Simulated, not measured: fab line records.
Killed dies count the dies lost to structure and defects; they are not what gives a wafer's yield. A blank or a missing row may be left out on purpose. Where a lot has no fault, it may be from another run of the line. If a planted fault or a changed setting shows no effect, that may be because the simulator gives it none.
fab line records    flow n5Finfet
record: lots: 24  wafers: 72  lastDay: 18
route steps=1938 shown BEOL_M14@1747 BEOL_M15@1783
lots with no fault: from the same line, run without faults
startH: hours from the record's first day to the start of the lot's first wafer shown    waitH: how many hours have passed since the lot's step before this one    " identical to the entry in the row above    L1.1+2: a row that stands for several wafers    - no value, or no start was given    * or withheld: withheld    < > ~ a bound
route shown NAME@n: NAME is a module with steps in the file, n the number in the route of the first one    usual: average and standard deviation across the fault-free wafers    same: alike in all rows    chamber/n: place in a boat    sites: each site's reading    _std_site: standard deviation of those values    _edge_site: outer sites' mean less inner sites'    radiusMm: how far each site lies from the wafer's centre    mask NAME#n: copy n    behind: the most recent tool/chamber to have shaped the wafer    hold: the reason the lot was held/the length of the hold in hours/how it ended    device: the n, p or np transistor that did not switch    end of line: at the end of the route, the tests of the same wafers    for a step that has no rows: nothing shown but its recipe    killed: the dies lost at the first sort to structure and to defects; this is not the yield of the wafer    map: per-die view of a wafer (x killed, . not killed, _ where there is no die)
set.NAME: setting as actually run; set.NAME@STEP: the setting as run at that earlier step    model.NAME: the simulator's own value behind a step, which no gauge read
one table for each step of the route and one row for each wafer, over a sample of lots
services: from which hour (startH, from the record's first day; less than 0 if before it) a tool's chamber was out of use, for how many hours, and why
== steps ==
step: N5_BEOL_M14_OVL_MEAS_29
recipe: pointsPerWafer: 44
usual: M14_OVL: 2/6.2
same: pointsPerWafer: 44
lot.wafer  tool        chamber  startH  waitH  M14_OVL[nm]
L074.4     overlay-02  0        249.17  0.0    -1
L074.5     "           0        "       "      8
L074.6     "           0        "       "      6
L075.1     overlay-02  0        249.44  0.0    8
L075.3     "           0        "       "      2
L075.6     "           0        "       "      8
L076.3     overlay-02  0        251.90  0.0    -3
L076.4     "           0        "       "      3
L076.6     "           0        "       "      -1
L077.1     overlay-01  0        264.15  0.0    10
L077.2     "           0        "       "      4
L077.6     "           0        "       "      14
L078.3     overlay-02  0        264.79  0.0    -12
L078.4     "           0        "       "      -1
L078.5     "           0        "       "      -4
L079.1     overlay-02  0        267.86  0.0    5
L079.4     "           0        "       "      5
L079.5     "           0        "       "      2
L080.2     overlay-02  0        271.17  0.0    3
L080.3     "           0        "       "      3
L080.5     "           0        "       "      -9
L081.2     overlay-01  0        278.41  0.0    17
L081.3     "           0        "       "      8
L081.6     "           0        "       "      3
L082.1     overlay-01  0        290.21  0.0    13
L082.4     "           0        "       "      4
L082.5     "           0        "       "      8
L083.1     overlay-02  0        291.10  0.0    0
L083.3     "           0        "       "      2
L083.4     "           0        "       "      -1
L084.1     overlay-02  0        299.07  0.0    3
L084.3     "           0        "       "      2
L084.6     "           0        "       "      -2
L085.1     overlay-01  0        302.80  0.0    11
L085.4     "           0        "       "      10
L085.5     "           0        "       "      6
L086.3     overlay-01  0        308.95  0.0    6
L086.5     "           0        "       "      6
L086.6     "           0        "       "      -5
L088.2     overlay-01  0        314.87  0.0    1
L088.3     "           0        "       "      -10
L088.4     "           0        "       "      0
L089.2     overlay-02  0        322.48  0.0    5
L089.3     "           0        "       "      5
L089.4     "           0        "       "      2
L090.1     overlay-01  0        324.93  0.0    -5
L090.3     "           0        "       "      -4
L090.4     "           0        "       "      11
L087.1     overlay-02  0        326.36  0.0    2
L087.3     "           0        "       "      -4
L087.5     "           0        "       "      2
L091.3     overlay-02  0        327.72  0.0    -6
L091.4     "           0        "       "      2
L091.5     "           0        "       "      -7
L092.4     overlay-01  0        368.98  0.0    5
L092.5     "           0        "       "      4
L092.6     "           0        "       "      4
L093.1     overlay-02  0        379.59  0.0    -5
L093.4     "           0        "       "      -4
L093.5     "           0        "       "      1
L094.1     overlay-02  0        379.86  0.0    6
L094.2     "           0        "       "      4
L094.4     "           0        "       "      9
L097.2     overlay-02  0        381.11  0.0    -2
L097.3     "           0        "       "      -7
L097.5     "           0        "       "      9
L095.2     overlay-01  0        381.70  0.0    -6
L095.3     "           0        "       "      3
L095.6     "           0        "       "      -9
L096.3     overlay-02  0        405.93  0.0    1
L096.4     "           0        "       "      -6
L096.5     "           0        "       "      3
step: N5_BEOL_M14_ETCH_67
recipe: chemistry: CF4  target: SiARC  targetDepthA: 1430  timeS: 238.3  ionEnergyEv: 80  pressureMtorr: 40  sourceW: 545  biasW: 36  Ar_flow_sccm: 100  cf4FlowSccm: 100  ends: cleared
usual: drypumpMotorCurrentA: 5.6/0.42  etchRfOnTimeS: 239/5  oesProductAu: 0.68/0.068  rfVppV: 184.7/0.95  showerheadPlenumPTorr: 2.18/0.039  throttleValvePct: 15.54/0.17
lot.wafer  tool        chamber  startH  waitH  drypumpMotorCurrentA  etchRfOnTimeS  oesProductAu  rfHoursCounterH  rfVppV  showerheadPlenumPTorr  throttleValvePct
L074.4     rieDiel-03  0        249.51  0.0    5.8                   243            0.71          55               184.7   2.26                   15.48
L074.5     "           2        "       "      5.3                   239            0.57          -                184.0   2.20                   15.54
L074.6     "           1        "       "      5.3                   246            0.70          -                186.7   2.18                   15.61
L075.1     rieDiel-01  0        249.71  0.0    6.4                   236            0.61          212              183.6   2.21                   15.59
L075.3     "           1        "       "      5.7                   235            0.64          137              183.5   2.22                   15.52
L075.6     "           2        "       "      5.2                   241            0.75          -                183.7   2.18                   15.61
L076.3     rieDiel-01  1        252.09  0.1    5.7                   235            0.65          -                184.5   2.22                   15.51
L076.4     "           0        "       "      6.4                   239            0.61          -                185.8   2.21                   15.60
L076.6     "           0        "       "      6.4                   237            0.61          -                185.1   2.21                   15.60
L077.1     rieDiel-05  1        264.42  0.0    5.1                   233            0.63          171              184.8   2.12                   15.29
L077.2     "           0        "       "      6.5                   245            0.58          232              183.8   2.19                   15.45
L077.6     "           2        "       "      5.9                   237            0.77          -                183.2   2.19                   15.46
L078.3     rieDiel-01  0        264.89  0.0    6.4                   236            0.61          221              183.3   2.21                   15.61
L078.4     "           2        "       "      5.2                   241            0.76          -                184.0   2.18                   15.62
L078.5     "           1        "       "      5.7                   234            0.64          -                184.5   2.22                   15.53
L079.1     rieDiel-01  1        267.95  0.0    5.7                   236            0.64          148              185.7   2.22                   15.54
L079.4     "           0        "       "      6.3                   238            0.61          -                185.5   2.21                   15.63
L079.5     "           1        "       "      5.7                   236            0.64          -                186.0   2.22                   15.55
L080.2     rieDiel-03  1        271.27  0.0    5.3                   244            0.70          73               185.0   2.17                   15.60
L080.3     "           3        "       "      5.2                   247            0.57          232              183.7   2.19                   15.66
L080.5     "           3        "       "      5.2                   247            0.57          -                183.8   2.19                   15.66
L081.2     rieDiel-03  3        278.51  0.0    5.2                   249            0.57          236              185.5   2.19                   15.67
L081.3     "           2        "       "      5.3                   232            0.85          0                185.0   2.20                   15.04
L081.6     "           0        "       "      5.8                   246            0.71          -                184.8   2.26                   15.55
L082.1     rieDiel-05  0        290.53  0.0    6.5                   241            0.59          243              184.7   2.19                   15.48
L082.4     "           3        "       "      5.8                   234            0.77          22               183.8   2.10                   15.51
L082.5     "           3        "       "      5.7                   234            0.78          -                183.8   2.10                   15.52
L083.1     rieDiel-05  2        291.34  0.0    5.9                   238            0.76          28               183.8   2.18                   15.49
L083.3     "           0        "       "      6.4                   241            0.58          243              183.7   2.19                   15.48
L083.4     "           0        "       "      6.5                   243            0.58          -                183.6   2.19                   15.49
L084.1     rieDiel-05  1        299.19  0.0    5.1                   232            0.64          182              183.2   2.12                   15.31
L084.3     "           2        "       "      5.9                   237            0.75          31               184.4   2.18                   15.50
L084.6     "           1        "       "      5.1                   234            0.63          -                183.7   2.12                   15.32
L085.1     rieDiel-05  2        302.90  0.0    5.9                   235            0.76          33               185.4   2.18                   15.48
L085.4     "           0        "       "      6.4                   243            0.58          248              185.0   2.19                   15.49
L085.5     "           2        "       "      5.9                   236            0.75          -                183.9   2.18                   15.50
L086.3     rieDiel-01  1        309.04  0.0    5.7                   235            0.63          166              186.0   2.21                   15.57
L086.5     "           2        "       "      5.2                   242            0.73          -                185.9   2.17                   15.67
L086.6     "           3        "       "      6.3                   237            0.61          -                185.1   2.21                   15.81
L088.2     rieDiel-05  3        314.97  0.0    5.7                   233            0.77          32               182.9   2.09                   15.54
L088.3     "           2        "       "      5.9                   237            0.74          39               184.4   2.18                   15.52
L088.4     "           3        "       "      5.7                   232            0.77          -                182.9   2.09                   15.54
L089.2     rieDiel-03  0        322.93  0.0    5.8                   244            0.69          87               185.3   2.25                   15.57
L089.3     "           1        "       "      5.3                   247            0.68          93               186.1   2.17                   15.64
L089.4     "           2        "       "      5.3                   230            0.79          -                185.0   2.19                   15.06
L090.1     rieDiel-03  2        325.02  0.0    5.3                   229            0.79          20               185.8   2.19                   15.07
L090.3     "           0        "       "      5.9                   243            0.69          88               185.7   2.25                   15.57
L090.4     "           0        "       "      5.9                   245            0.68          -                184.1   2.25                   15.57
L087.1     rieDiel-01  2        326.99  0.0    5.3                   242            0.71          54               185.6   2.17                   15.68
L087.3     "           1        "       "      5.7                   237            0.62          -                184.2   2.21                   15.60
L087.5     "           1        "       "      5.7                   236            0.62          -                184.1   2.21                   15.59
L091.3     rieDiel-03  1        327.95  0.1    5.3                   245            0.67          -                185.3   2.17                   15.66
L091.4     "           0        "       "      5.9                   246            0.69          -                186.0   2.25                   15.58
L091.5     "           1        "       "      5.3                   247            0.66          -                185.1   2.17                   15.65
L092.4     rieDiel-01  0        369.15  0.1    6.4                   239            0.59          -                184.6   2.20                   15.69
L092.5     "           2        "       "      5.2                   243            0.70          -                184.8   2.16                   15.71
L092.6     "           1        "       "      5.7                   238            0.60          -                184.3   2.20                   15.64
L093.1     rieDiel-01  0        379.87  0.0    6.4                   236            0.59          260              183.7   2.19                   15.69
L093.4     "           2        "       "      5.2                   238            0.70          -                184.5   2.16                   15.74
L093.5     "           1        "       "      5.7                   235            0.61          -                185.0   2.20                   15.64
L094.1     rieDiel-03  1        380.18  0.0    5.3                   247            0.65          116              183.9   2.16                   15.71
L094.2     "           2        "       "      5.3                   233            0.75          40               185.0   2.18                   15.09
L094.4     "           0        "       "      5.9                   247            0.67          110              186.3   2.24                   15.60
L097.2     rieDiel-03  2        381.74  0.0    5.3                   228            0.75          40               184.3   2.18                   15.09
L097.3     "           0        "       "      5.9                   243            0.67          111              186.0   2.24                   15.60
L097.5     "           1        "       "      5.3                   242            0.65          -                184.9   2.16                   15.69
L095.2     rieDiel-01  1        382.02  0.0    5.7                   238            0.61          197              183.4   2.20                   15.63
L095.3     "           1        "       "      5.7                   238            0.60          -                185.3   2.20                   15.64
L095.6     "           1        "       "      5.7                   238            0.61          -                184.1   2.20                   15.63
L096.3     rieDiel-03  3        406.02  0.0    5.2                   243            0.77          14               184.8   2.18                   15.18
L096.4     "           0        "       "      5.9                   245            0.66          120              185.3   2.24                   15.64
L096.5     "           2        "       "      5.3                   232            0.73          -                183.9   2.18                   15.12
step: N5_BEOL_M14_ETCH_68
recipe: chemistry: N2/H2  target: SOC  maskMaterial: SiARC  sourceW: 3000  biasW: 350  tempC: 40  timeS: 450  ionEnergyEv: 200  pressureMtorr: 30  n2FlowSccm: 200  h2FlowSccm: 200
usual: drypumpMotorCurrentA: 5.6/0.41  oesProductAu: 0.80/0.082  rfVppV: 525.4/1.5  showerheadPlenumPTorr: 2.60/0.054  throttleValvePct: 17.72/0.16
lot.wafer  tool        chamber  startH  waitH  drypumpMotorCurrentA  oesProductAu  rfHoursCounterH  rfVppV  showerheadPlenumPTorr  throttleValvePct
L074.4     rieDiel-03  0        249.65  0.1    5.9                   0.86          55               526.9   2.69                   17.63
L074.5     "           2        "       "      5.3                   0.66          -                524.5   2.62                   17.79
L074.6     "           1        "       "      5.3                   0.83          -                526.3   2.57                   17.64
L075.1     rieDiel-01  0        249.85  0.1    6.3                   0.71          212              526.0   2.61                   17.68
L075.3     "           1        "       "      5.7                   0.75          137              526.2   2.68                   17.85
L075.6     "           2        "       "      5.2                   0.90          -                526.9   2.58                   17.75
L076.3     rieDiel-01  1        252.36  0.2    5.7                   0.75          -                526.4   2.68                   17.85
L076.4     "           0        "       "      6.4                   0.71          -                526.8   2.61                   17.68
L076.6     "           0        "       "      6.3                   0.71          -                526.2   2.61                   17.70
L077.1     rieDiel-05  1        264.57  0.1    5.1                   0.74          171              524.4   2.52                   17.48
L077.2     "           0        "       "      6.4                   0.69          232              525.0   2.61                   17.65
L077.6     "           2        "       "      5.9                   0.90          -                526.0   2.60                   17.65
L078.3     rieDiel-01  0        265.03  0.1    6.4                   0.70          221              525.8   2.61                   17.69
L078.4     "           2        "       "      5.2                   0.90          -                524.5   2.58                   17.75
L078.5     "           1        "       "      5.7                   0.75          -                527.4   2.68                   17.86
L079.1     rieDiel-01  1        268.10  0.1    5.7                   0.74          148              527.4   2.68                   17.87
L079.4     "           0        "       "      6.4                   0.71          -                525.7   2.61                   17.70
L079.5     "           1        "       "      5.7                   0.75          -                527.5   2.68                   17.88
L080.2     rieDiel-03  1        271.41  0.1    5.3                   0.82          73               525.7   2.56                   17.67
L080.3     "           3        "       "      5.2                   0.68          232              527.1   2.63                   17.97
L080.5     "           3        "       "      5.2                   0.68          -                525.8   2.63                   17.94
L081.2     rieDiel-03  3        278.65  0.1    5.2                   0.67          236              525.6   2.62                   17.96
L081.3     "           2        "       "      5.3                   0.99          0                525.0   2.62                   17.31
L081.6     "           0        "       "      5.9                   0.85          -                526.8   2.68                   17.63
L082.1     rieDiel-05  0        290.68  0.1    6.4                   0.68          243              526.4   2.60                   17.67
L082.4     "           3        "       "      5.8                   0.90          22               523.3   2.50                   17.93
L082.5     "           3        "       "      5.7                   0.90          -                522.4   2.50                   17.94
L083.1     rieDiel-05  2        291.48  0.1    5.9                   0.88          28               525.4   2.60                   17.69
L083.3     "           0        "       "      6.5                   0.69          243              526.5   2.60                   17.66
L083.4     "           0        "       "      6.5                   0.69          -                526.0   2.60                   17.67
L084.1     rieDiel-05  1        299.33  0.1    5.1                   0.74          182              523.6   2.51                   17.47
L084.3     "           2        "       "      5.9                   0.88          32               526.1   2.60                   17.67
L084.6     "           1        "       "      5.1                   0.72          -                525.0   2.51                   17.48
L085.1     rieDiel-05  2        303.04  0.1    6.0                   0.87          33               525.9   2.59                   17.70
L085.4     "           0        "       "      6.4                   0.68          248              524.1   2.60                   17.68
L085.5     "           2        "       "      5.9                   0.88          -                526.0   2.59                   17.68
L086.3     rieDiel-01  1        309.19  0.1    5.7                   0.73          166              526.3   2.67                   17.90
L086.5     "           2        "       "      5.2                   0.86          -                526.1   2.57                   17.80
L086.6     "           3        "       "      6.3                   0.71          -                524.9   2.60                   17.70
L088.2     rieDiel-05  3        315.12  0.1    5.8                   0.90          32               520.2   2.50                   17.97
L088.3     "           2        "       "      5.9                   0.87          39               525.0   2.59                   17.70
L088.4     "           3        "       "      5.7                   0.91          -                520.5   2.50                   17.96
L089.2     rieDiel-03  0        323.08  0.1    5.8                   0.82          87               528.1   2.68                   17.69
L089.3     "           1        "       "      5.3                   0.80          93               526.4   2.55                   17.68
L089.4     "           2        "       "      5.3                   0.92          -                526.1   2.61                   17.32
L090.1     rieDiel-03  2        325.17  0.1    5.3                   0.91          20               526.0   2.61                   17.34
L090.3     "           0        "       "      5.8                   0.82          88               526.6   2.68                   17.68
L090.4     "           0        "       "      5.9                   0.82          -                528.1   2.68                   17.69
L087.1     rieDiel-01  2        327.21  0.1    5.2                   0.85          55               523.5   2.57                   17.79
L087.3     "           1        "       "      5.7                   0.72          -                527.1   2.66                   17.93
L087.5     "           1        "       "      5.7                   0.72          -                526.4   2.66                   17.91
L091.3     rieDiel-03  1        328.23  0.2    5.3                   0.79          -                522.6   2.55                   17.69
L091.4     "           0        "       "      5.8                   0.82          -                527.8   2.67                   17.69
L091.5     "           1        "       "      5.3                   0.79          -                524.1   2.55                   17.71
L092.4     rieDiel-01  0        369.35  0.1    6.4                   0.68          -                525.2   2.59                   17.75
L092.5     "           2        "       "      5.2                   0.83          -                524.9   2.56                   17.84
L092.6     "           1        "       "      5.7                   0.71          -                526.8   2.66                   17.96
L093.1     rieDiel-01  0        380.02  0.1    6.4                   0.68          261              526.5   2.59                   17.76
L093.4     "           2        "       "      5.2                   0.83          -                524.1   2.56                   17.83
L093.5     "           1        "       "      5.7                   0.70          -                526.2   2.65                   17.94
L094.1     rieDiel-03  1        380.33  0.1    5.3                   0.78          117              525.6   2.54                   17.74
L094.2     "           2        "       "      5.3                   0.88          40               525.1   2.61                   17.38
L094.4     "           0        "       "      5.9                   0.79          110              526.6   2.67                   17.72
L097.2     rieDiel-03  2        381.88  0.1    5.3                   0.88          41               525.1   2.61                   17.37
L097.3     "           0        "       "      5.9                   0.79          111              526.8   2.67                   17.70
L097.5     "           1        "       "      5.3                   0.78          -                525.5   2.54                   17.74
L095.2     rieDiel-01  1        382.24  0.1    5.7                   0.70          197              525.7   2.65                   17.97
L095.3     "           1        "       "      5.7                   0.71          -                525.8   2.65                   17.96
L095.6     "           1        "       "      5.7                   0.70          -                527.0   2.65                   17.96
L096.3     rieDiel-03  3        406.17  0.1    5.2                   0.91          14               524.5   2.61                   17.49
L096.4     "           0        "       "      5.9                   0.79          120              526.7   2.66                   17.73
L096.5     "           2        "       "      5.3                   0.86          -                526.2   2.60                   17.40
step: N5_BEOL_M14_CMP_49
recipe: stopOn: SiO2  tOverpolishS: 5.2  downForcePsi: 2  platenRpm: 80  clearingPlatenDownForcePsi: 2  clearingPlatenRpm: 80  postCmpClean: cuAlkaline  targetThkNm: 560  clearingPlatenPadVelocityMS: 1.5917  padVelocityMS: 1.5917
usual: barrierFieldEndpointS: 11.4/0.3  motorCurrentA: 8.5/1  overpolishRunS: 5.201/0.0087  retainingRingPressureFrac: 0.999/0.0047  timeToEndpointS: 123/4.7
same: tOverpolishS: 5.2
lot.wafer  tool    chamber  startH  waitH  barrierFieldEndpointS  motorCurrentA  overpolishRunS  retainingRingPressureFrac  timeToEndpointS
L074.4     cmp-02  2        251.56  0.1    10.9                   8.2            5.200           1.001                      118
L074.6     "       2        "       "      10.8                   7.7            5.198           1.000                      116
L074.5     "       3        "       "      11.1                   7.6            5.208           0.990                      120
L075.3     cmp-04  0        253.12  0.2    11.2                   7.0            5.203           0.987                      120
L075.1     "       1        "       "      11.6                   7.0            5.204           1.003                      121
L075.6     "       0        "       "      11.5                   7.2            5.201           1.000                      120
L076.4     cmp-03  2        254.51  0.3    12.2                   9.6            5.188           0.998                      135
L076.3     "       3        "       "      11.6                   9.2            5.219           1.000                      125
L076.6     "       0        "       "      11.6                   10.3           5.191           1.008                      123
L077.1     cmp-03  1        267.21  0.3    11.8                   8.7            5.193           0.994                      130
L077.2     "       2        "       "      12.0                   9.3            5.194           1.002                      129
L077.6     "       2        "       "      11.5                   10.0           5.197           1.007                      125
L078.3     cmp-02  3        268.92  0.2    10.8                   8.3            5.206           0.992                      114
L078.4     "       0        "       "      10.9                   8.6            5.210           1.003                      111
L078.5     "       3        "       "      10.7                   7.8            5.210           0.999                      113
L079.1     cmp-04  0        270.02  0.3    11.5                   7.7            5.212           1.001                      127
L079.4     "       1        "       "      11.3                   7.1            5.189           1.000                      123
L079.5     "       3        "       "      11.2                   8.4            5.201           1.006                      124
L080.2     cmp-02  2        275.37  0.3    11.0                   8.0            5.193           1.000                      120
L080.3     "       3        "       "      11.0                   8.0            5.204           0.991                      119
L080.5     "       0        "       "      11.3                   8.4            5.199           1.002                      120
L081.2     cmp-04  2        281.30  0.2    11.9                   7.2            5.215           0.997                      128
L081.3     "       3        "       "      11.7                   8.9            5.202           1.002                      130
L081.6     "       2        "       "      11.9                   7.4            5.198           0.997                      129
L082.4     cmp-04  0        293.03  0.2    11.4                   7.2            5.204           1.001                      125
L082.1     "       2        "       "      11.6                   7.1            5.201           0.988                      125
L082.5     "       3        "       "      11.6                   8.4            5.216           0.993                      126
L083.3     cmp-02  1        293.83  0.2    11.2                   7.8            5.174           0.999                      119
L083.4     "       2        "       "      11.1                   8.2            5.196           0.990                      118
L083.1     "       0        "       "      11.3                   8.0            5.210           1.003                      125
L084.1     cmp-04  3        302.19  0.3    11.3                   8.6            5.197           0.993                      125
L084.3     "       0        "       "      11.5                   7.5            5.201           0.992                      121
L084.6     "       0        "       "      11.3                   7.3            5.203           1.005                      124
L085.1     cmp-03  2        305.62  0.3    11.9                   9.4            5.208           1.001                      128
L085.4     "       3        "       "      11.5                   9.5            5.199           1.000                      124
L085.5     "       1        "       "      11.9                   8.9            5.209           0.996                      133
L086.3     cmp-04  2        312.17  0.2    11.7                   7.5            5.199           0.999                      125
L086.6     "       2        "       "      11.5                   7.6            5.185           0.996                      124
L086.5     "       3        "       "      11.4                   8.6            5.199           0.999                      120
L088.4     cmp-03  3        319.11  0.1    11.4                   9.4            5.218           1.005                      125
L088.2     "       0        "       "      11.2                   10.2           5.202           1.006                      123
L088.3     "       2        "       "      11.6                   9.5            5.210           0.996                      128
L089.2     cmp-02  2        325.65  0.2    11.0                   7.4            5.203           0.999                      117
L089.3     "       0        "       "      11.5                   8.3            5.202           0.994                      128
L089.4     "       1        "       "      11.3                   7.8            5.208           1.002                      125
L090.4     cmp-04  2        327.25  0.1    11.5                   6.9            5.210           0.993                      123
L090.1     "       3        "       "      11.3                   9.0            5.198           0.997                      120
L090.3     "       0        "       "      11.2                   7.7            5.196           0.997                      121
L087.1     cmp-02  2        330.01  0.3    11.3                   8.1            5.193           0.996                      120
L087.3     "       3        "       "      11.6                   8.3            5.203           1.008                      119
L087.5     "       2        "       "      11.6                   8.0            5.200           0.995                      119
L091.3     cmp-04  3        334.00  0.2    11.8                   8.4            5.198           1.003                      125
L091.4     "       2        "       "      11.5                   7.5            5.189           1.001                      123
L091.5     "       3        "       "      11.3                   8.5            5.206           1.004                      120
L092.4     cmp-03  3        376.41  0.1    11.6                   9.8            5.205           1.002                      124
L092.5     "       3        "       "      11.5                   9.5            5.178           0.997                      123
L092.6     "       0        "       "      11.4                   10.0           5.203           1.004                      122
L093.1     cmp-02  3        382.88  0.3    11.2                   7.8            5.202           0.995                      114
L093.4     "       1        "       "      11.7                   7.7            5.210           0.996                      120
L093.5     "       3        "       "      11.0                   7.8            5.213           0.995                      116
L094.2     cmp-03  3        382.92  0.2    11.5                   9.6            5.198           0.996                      122
L094.4     "       0        "       "      11.4                   10.6           5.190           1.005                      122
L094.1     "       2        "       "      11.6                   9.9            5.211           1.003                      128
L097.2     cmp-03  0        383.50  0.2    11.4                   9.6            5.199           1.000                      122
L097.3     "       1        "       "      11.9                   8.6            5.202           0.998                      135
L097.5     "       1        "       "      11.9                   8.6            5.216           1.005                      130
L095.2     cmp-03  1        386.59  0.3    11.6                   8.3            5.179           1.002                      127
L095.3     "       3        "       "      11.6                   9.4            5.195           1.001                      124
L095.6     "       1        "       "      11.7                   8.2            5.206           1.001                      130
L096.4     cmp-03  0        413.13  0.2    11.6                   10.0           5.211           0.994                      120
L096.3     "       1        "       "      11.6                   9.0            5.208           1.006                      123
L096.5     "       2        "       "      11.7                   9.8            5.211           1.003                      127
step: N5_BEOL_M15_CD_MEAS_10
recipe: targetCdNm: 360  landingEnergyEv: 500  detector: seInlens  polarity: opening
usual: cdNm: 359.7/1.6
lot.wafer  tool      chamber  startH  waitH  cdNm
L074.4     cdSem-02  0        252.61  -      358.4
L074.5     "         0        "       "      357.5
L074.6     "         0        "       "      360.1
L075.1     cdSem-03  0        254.12  -      360.7
L075.3     "         0        "       "      359.7
L075.6     "         0        "       "      362.2
L076.3     cdSem-03  0        255.60  -      358.4
L076.4     "         0        "       "      357.0
L076.6     "         0        "       "      358.4
L077.1     cdSem-02  0        268.25  -      361.0
L077.2     "         0        "       "      357.8
L077.6     "         0        "       "      358.0
L078.3     cdSem-01  0        270.09  -      359.4
L078.4     "         0        "       "      360.9
L078.5     "         0        "       "      359.3
L079.1     cdSem-02  0        271.15  -      358.3
L079.4     "         0        "       "      357.2
L079.5     "         0        "       "      359.0
L080.2     cdSem-02  0        276.46  -      361.1
L080.3     "         0        "       "      360.3
L080.5     "         0        "       "      362.2
L081.2     cdSem-01  0        282.35  -      358.8
L081.3     "         0        "       "      360.5
L081.6     "         0        "       "      359.4
L082.1     cdSem-03  0        294.16  -      361.7
L082.4     "         0        "       "      358.4
L082.5     "         0        "       "      360.2
L083.1     cdSem-03  0        295.00  -      360.8
L083.3     "         0        "       "      361.3
L083.4     "         0        "       "      359.0
L084.1     cdSem-01  0        303.35  -      357.2
L084.3     "         0        "       "      362.2
L084.6     "         0        "       "      356.8
L085.1     cdSem-02  0        306.62  -      360.1
L085.4     "         0        "       "      360.5
L085.5     "         0        "       "      360.4
L086.3     cdSem-01  0        313.32  -      359.5
L086.5     "         0        "       "      360.0
L086.6     "         0        "       "      362.3
L088.2     cdSem-01  0        320.42  -      362.4
L088.3     "         0        "       "      359.2
L088.4     "         0        "       "      359.3
L089.2     cdSem-01  0        326.92  -      360.7
L089.3     "         0        "       "      361.0
L089.4     "         0        "       "      359.4
L090.1     cdSem-03  0        328.44  -      359.7
L090.3     "         0        "       "      362.8
L090.4     "         0        "       "      360.6
L087.1     cdSem-03  0        331.18  -      358.4
L087.3     "         0        "       "      358.3
L087.5     "         0        "       "      358.8
L091.3     cdSem-03  0        335.44  -      360.3
L091.4     "         0        "       "      360.2
L091.5     "         0        "       "      357.1
L092.4     cdSem-02  0        377.68  -      359.1
L092.5     "         0        "       "      358.5
L092.6     "         0        "       "      358.0
L093.1     cdSem-02  0        383.88  -      359.5
L093.4     "         0        "       "      362.1
L093.5     "         0        "       "      360.3
L094.1     cdSem-02  0        384.09  -      358.9
L094.2     "         0        "       "      359.0
L094.4     "         0        "       "      359.3
L097.2     cdSem-01  0        384.67  -      361.0
L097.3     "         0        "       "      359.1
L097.5     "         0        "       "      359.5
L095.2     cdSem-03  0        387.59  -      362.9
L095.3     "         0        "       "      361.2
L095.6     "         0        "       "      361.2
L096.3     cdSem-01  0        414.09  -      361.2
L096.4     "         0        "       "      363.6
L096.5     "         0        "       "      362.6
step: N5_BEOL_M15_OVL_MEAS_11
recipe: pointsPerWafer: 44
usual: V14_OVL: 0/5.4
same: pointsPerWafer: 44
lot.wafer  tool        chamber  startH  waitH  V14_OVL[nm]
L074.4     overlay-02  0        252.63  0.0    4
L074.5     "           0        "       "      6
L074.6     "           0        "       "      6
L075.1     overlay-01  0        254.16  0.0    6
L075.3     "           0        "       "      -6
L075.6     "           0        "       "      -4
L076.3     overlay-02  0        255.63  0.0    -11
L076.4     "           0        "       "      -7
L076.6     "           0        "       "      -1
L077.1     overlay-01  0        268.28  0.0    -3
L077.2     "           0        "       "      1
L077.6     "           0        "       "      -2
L078.3     overlay-01  0        270.11  0.0    2
L078.4     "           0        "       "      7
L078.5     "           0        "       "      0
L079.1     overlay-01  0        271.18  0.0    4
L079.4     "           0        "       "      12
L079.5     "           0        "       "      6
L080.2     overlay-02  0        276.49  0.0    0
L080.3     "           0        "       "      7
L080.5     "           0        "       "      1
L081.2     overlay-02  0        282.38  0.0    -2
L081.3     "           0        "       "      -6
L081.6     "           0        "       "      0
L082.1     overlay-02  0        294.19  0.0    0
L082.4     "           0        "       "      6
L082.5     "           0        "       "      3
L083.1     overlay-02  0        295.03  0.0    -6
L083.3     "           0        "       "      -3
L083.4     "           0        "       "      -7
L084.1     overlay-01  0        303.38  0.0    -7
L084.3     "           0        "       "      -3
L084.6     "           0        "       "      2
L085.1     overlay-02  0        306.65  0.0    -6
L085.4     "           0        "       "      7
L085.5     "           0        "       "      -3
L086.3     overlay-01  0        313.35  0.0    2
L086.5     "           0        "       "      1
L086.6     "           0        "       "      -5
L088.2     overlay-01  0        320.45  0.0    1
L088.3     "           0        "       "      -1
L088.4     "           0        "       "      0
L089.2     overlay-01  0        326.96  0.0    -1
L089.3     "           0        "       "      2
L089.4     "           0        "       "      -1
L090.1     overlay-02  0        328.47  0.0    -1
L090.3     "           0        "       "      11
L090.4     "           0        "       "      11
L087.1     overlay-01  0        331.21  0.0    8
L087.3     "           0        "       "      14
L087.5     "           0        "       "      6
L091.3     overlay-02  0        335.46  0.0    3
L091.4     "           0        "       "      -5
L091.5     "           0        "       "      -1
L092.4     overlay-02  0        377.71  0.0    -7
L092.5     "           0        "       "      -5
L092.6     "           0        "       "      1
L093.1     overlay-02  0        383.91  0.0    10
L093.4     "           0        "       "      -4
L093.5     "           0        "       "      8
L094.1     overlay-01  0        384.12  0.0    -4
L094.2     "           0        "       "      -6
L094.4     "           0        "       "      -4
L097.2     overlay-02  0        384.70  0.0    -8
L097.3     "           0        "       "      -4
L097.5     "           0        "       "      -2
L095.2     overlay-01  0        387.62  0.0    -3
L095.3     "           0        "       "      -1
L095.6     "           0        "       "      -5
L096.3     overlay-02  0        414.12  0.0    -5
L096.4     "           0        "       "      -3
L096.5     "           0        "       "      -1
== services ==
tool        chamber  startH  hours  kind
rieDiel-05  -        228.13  0.4    repair
cmp-04      -        233.70  2.4    repair
rieDiel-01  3        235.05  61.9   repair
cmp-04      -        247.05  0.4    repair
cmp-04      -        267.62  0.9    repair
rieDiel-05  2        271.67  4.7    repair
cmp-04      -        274.84  1.9    repair
rieDiel-01  0        275.58  5.2    repair
cmp-03      -        285.31  2.6    repair
rieDiel-05  1        291.08  6.5    repair
rieDiel-03  1        302.27  7.5    repair
rieDiel-01  0        317.42  11.6   repair
rieDiel-01  3        320.48  100.8  repair
rieDiel-03  2        326.80  3.5    repair
cmp-03      -        332.12  1.7    repair
cmp-03      -        341.61  4.0    pm
rieDiel-05  1        347.17  6.4    repair
rieDiel-03  3        360.01  6.0    repair
cmp-03      -        363.86  4.9    pm
rieDiel-01  0        381.53  9.7    repair
rieDiel-01  -        386.22  3.8    repair
cmp-03      -        392.32  13.8   pm
rieDiel-05  -        406.30  28.1   pm
rieDiel-01  0        411.96  1.8    repair
== key ==
fault none
